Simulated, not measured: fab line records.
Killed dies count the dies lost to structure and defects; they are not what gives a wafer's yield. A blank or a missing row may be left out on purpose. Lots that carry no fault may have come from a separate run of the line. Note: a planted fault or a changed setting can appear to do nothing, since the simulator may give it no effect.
Matching of chambers ; flow n5-finfet ; rie-diel-05 running N5_DUMMY_REMOVAL_HM_STRIP_01: 4 sister chambers
The step strips SiNx in CH3F/O2, stops on poly-Si, target depth 4 nm, time 6.8 s. 16 wafers are shown with their chamber, then 8 later ones without.

== WAFERS, EACH WITH ITS CHAMBER ==
wafer;chamber;throttle-valve-pct (%);oes-product-au (a.u.);showerhead-plenum-p-Torr (Torr)
L075.1;1;16.49;0.68;2.03
L075.4;3;16.74;0.63;2.00
L075.5;1;16.51;0.69;2.03
L076.2;3;16.72;0.63;2.00
L076.3;0;16.66;0.58;1.98
L076.6;2;15.74;0.76;2.05
L080.1;1;16.54;0.68;2.03
L080.4;1;16.51;0.68;2.03
L080.6;3;16.74;0.63;2.00
L082.2;3;16.74;0.62;2.00
L082.3;1;16.52;0.67;2.03
L082.6;3;16.75;0.61;2.00
L083.1;3;16.76;0.62;1.99
L083.2;1;16.54;0.67;2.02
L083.4;3;16.73;0.61;1.99
L084.1;3;16.77;0.62;1.99

SIGNATURES, as means of the wafers listed above
reading;chamber 0;chamber 1;chamber 2;chamber 3;scatter within a chamber
throttle-valve-pct;16.6600;16.5183;15.7400;16.7437;0.0175
oes-product-au;0.5800;0.6783;0.7600;0.6212;0.00801
showerhead-plenum-p-Torr;1.9800;2.0283;2.0500;1.9963;0.00475
Rule: a wafer's distance from a chamber is the root of the sum, over the readings, of the square of ((its reading less the chamber's mean) divided by the reading's scatter). If the next closest chamber is less than 2 further off than the closest, the wafer can't be placed; otherwise it belongs to the closest. The scatter is the square root of a quotient: the sum, over the shown wafers, of each reading's squared deviation from its chamber's mean, divided by wafers minus chambers.

== WAFERS WHOSE CHAMBER IS MISSING ==
wafer;throttle-valve-pct (%);oes-product-au (a.u.);showerhead-plenum-p-Torr (Torr)
L084.2;16.68;0.58;1.98
L084.3;16.54;0.67;2.02
L089.3;16.79;0.61;1.99
L089.5;15.77;0.73;2.05
L089.6;16.56;0.66;2.02
L095.1;16.80;0.61;1.99
L095.2;16.72;0.57;1.97
L095.4;15.79;0.71;2.05

== WHICH CHAMBER EACH WENT THROUGH ==
wafer;from the rows above;in truth
L084.2;0;0
L084.3;1;1
L089.3;3;3
L089.5;2;2
L089.6;1;1
L095.1;3;3
L095.2;0;0
L095.4;2;2
Correctly placed: 8 of 8. From these rows, 0 cannot be placed. Number placed wrongly: 0.
